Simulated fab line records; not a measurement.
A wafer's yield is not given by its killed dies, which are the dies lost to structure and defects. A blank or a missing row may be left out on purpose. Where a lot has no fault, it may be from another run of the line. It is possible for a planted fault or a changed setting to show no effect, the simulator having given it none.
Chamber matching -- flow nand_harc -- NHARC_P_BONDPAD_CMP_32 on cmp-01 has 4 sister chambers
The step polishes SiCN, target thk 200 nm. 18 wafers are shown with their chamber, then 9 later ones without.

## EACH WAFER AND ITS CHAMBER
wafer,chamber,motor_current_A (A)
L076.1,3,11.6
L076.3,2,13.8
L076.6,2,14.6
L077.1,1,12.1
L077.5,0,12.4
L077.6,1,12.0
L078.2,3,12.0
L078.4,1,12.4
L078.5,3,12.0
L080.4,0,12.4
L080.5,0,11.9
L080.6,1,12.6
L081.1,2,13.4
L081.2,0,13.0
L081.3,1,12.2
L082.4,1,12.3
L082.5,1,12.5
L082.6,0,13.2

SIGNATURES (averages over the wafers above)
reading,chamber 0,chamber 1,chamber 2,chamber 3,scatter within a chamber
motor_current_A,12.580,12.300,13.933,11.867,0.398
Rule: for a wafer and a chamber, the distance is found by dividing, reading by reading, the gap between the wafer's reading and the chamber's mean by the reading's scatter, squaring, summing and taking the root. The wafer belongs to the nearest chamber; if the next one is less than 2 further off, it can't be placed. The scatter is the square root of a quotient: the sum, over the shown wafers, of each reading's squared deviation from its chamber's mean, divided by wafers minus chambers.

## WAFERS WHOSE CHAMBER IS MISSING
wafer,motor_current_A (A)
L086.1,12.7
L086.2,12.2
L086.6,13.8
L087.1,11.8
L087.3,13.1
L087.4,14.5
L089.2,13.8
L089.3,13.1
L089.6,14.5

## WHICH CHAMBER EACH ONE RAN IN
wafer,from the rows above,in truth
L086.1,can't be placed: 0 or 1 or 3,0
L086.2,can't be placed: 1 or 3 or 0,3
L086.6,2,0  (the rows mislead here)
L087.1,can't be placed: 3 or 1 or 0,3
L087.3,can't be placed: 0 or 1 or 2 or 3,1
L087.4,2,2
L089.2,2,2
L089.3,can't be placed: 0 or 1 or 2 or 3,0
L089.6,2,2
Correctly placed: 3 of 9. From these rows, 5 cannot be placed; in 5 the true chamber is one of the candidates. 1 placed wrongly.
